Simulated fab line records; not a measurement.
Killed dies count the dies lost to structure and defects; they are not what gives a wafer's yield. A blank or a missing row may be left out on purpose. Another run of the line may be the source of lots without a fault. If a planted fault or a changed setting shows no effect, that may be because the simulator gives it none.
A struck lot beside a sound one || flow nandHarc || 15 steps out of a route of 1159
Sound: the wafers L616.1, L616.2, L616.6. The struck wafers were L614.3, L614.4, L614.5. The cause comes at the end.
At each step with rows: each side's tool, then ch and its chambers, then its first start. Under that, the readings that differ: sound wafers || struck wafers || difference of the means || sigmas: that difference in standard deviations of wafers without a fault.
alike: readings with means less than 2 such deviations apart, plus words and numbers identical on both sides. not compared: withheld readings, readings lacking a value on some wafer, bounds such as >300 that could conceal the same value, and numbers that have no deviation in the record and whose values overlap.
Wherever a step has rows on one side only, a row that says differs or no value, or a row with sigmas, the two part there. When numbers do not overlap yet have no deviation, they are printed without sigmas and do not part them. A reading missing from all wafers of one side parts the sides only when that side holds two or more wafers.

NHARC_A_CONTACT_ETCH_130: etches the open film in C4F8/O2/Ar, time 155 s, target depth 956 nm.
  sound on harCapEtch-01 ch 0,1, day 19 18:13; struck on harCapEtch-03 ch 0,1, day 19 03:05
  not compared: rfHoursCounterH
then, 1 step without rows for these wafers: NHARC_A_CONTACT_ETCH_131 (etches the open film in C4F8/O2/Ar, time 155 s, target depth 956 nm).
NHARC_A_CONTACT_ETCH_132: etches the open film in C4F8/O2/Ar, time 156 s, target depth 958 nm.
  sound on harCapEtch-01 ch 0,1, day 19 18:29; struck on harCapEtch-03 ch 0,1, day 19 03:22
  not compared: rfHoursCounterH
NHARC_A_CONTACT_ETCH_133: etches the open film in C4F8/O2/Ar, time 195 s, target depth 840 nm.
  sound on harCapEtch-01 ch 0,1, day 19 18:38; struck on harCapEtch-03 ch 0,1, day 19 03:34
  not compared: rfHoursCounterH
then, 1 step without rows for these wafers: NHARC_A_CONTACT_ETCH_91 (etches the open film in CH3F/O2, target depth 40 nm, time 85.7 s).
NHARC_A_CONTACT_ETCH_97: etches the open film in C4F6/O2, target depth 20 nm, time 10 s.
  sound: rieDiel-12 ch 0,1; struck: rieDiel-12 ch 1,2
  alike: drypumpMotorCurrentA, oesProductAu, rfVppV, showerheadPlenumPTorr, throttleValvePct
  not compared: rfHoursCounterH
NHARC_A_CONTACT_CD_MEAS_80:
  sound on cdSem-01, day 19 19:26; struck on cdSem-03, day 19 04:15
  alike: cdNm
then, 3 steps without rows for these wafers: NHARC_A_CONTACT_STRIP_103 (strips in N2/H2); NHARC_A_CONTACT_STRIP_104 (strips in CF4/CHF3); NHARC_A_CONTACT_STRIP_105 (strips in O2/COS).
NHARC_A_CONTACT_ETCH_106: etches the open film in CF4/O2, target depth 60 nm, overetch 6 nm, time 33 s.
  sound on rieDiel-12 ch 0,1,2, day 19 19:43; struck on rieDiel-12 ch 0,1,2, day 19 04:33
  alike: drypumpMotorCurrentA, oesProductAu, rfVppV, showerheadPlenumPTorr, throttleValvePct
  not compared: rfHoursCounterH
then, 1 step without rows for these wafers: NHARC_A_CONTACT_STRIP_82 (strips in O2).
NHARC_A_CONTACT_STRIP_83: strips in post etch residue remover, time 600 s.
  sound on wetBench-01 ch 0,1,4, day 19 20:06; struck on wetBench-03 ch 0,1,5, day 19 04:56
  no value came back on the struck wafers for bathHeatDutyPct (%), runLengthS (s); on the sound wafers bathHeatDutyPct (%) reads 15.9 11.5 12.6
then, 2 steps without rows for these wafers: NHARC_A_CONTACT_DEP_84 (deposits aC, target thk 2000 nm); NHARC_END_SORT_01.

WHERE THEY PART
Within this record, at NHARC_A_CONTACT_STRIP_83 only.

WHY: what had been put in by the simulator
At NHARC_A_CONTACT_STRIP_83, the step was skipped entirely on wetBench-03 from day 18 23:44 on. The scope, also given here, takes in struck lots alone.
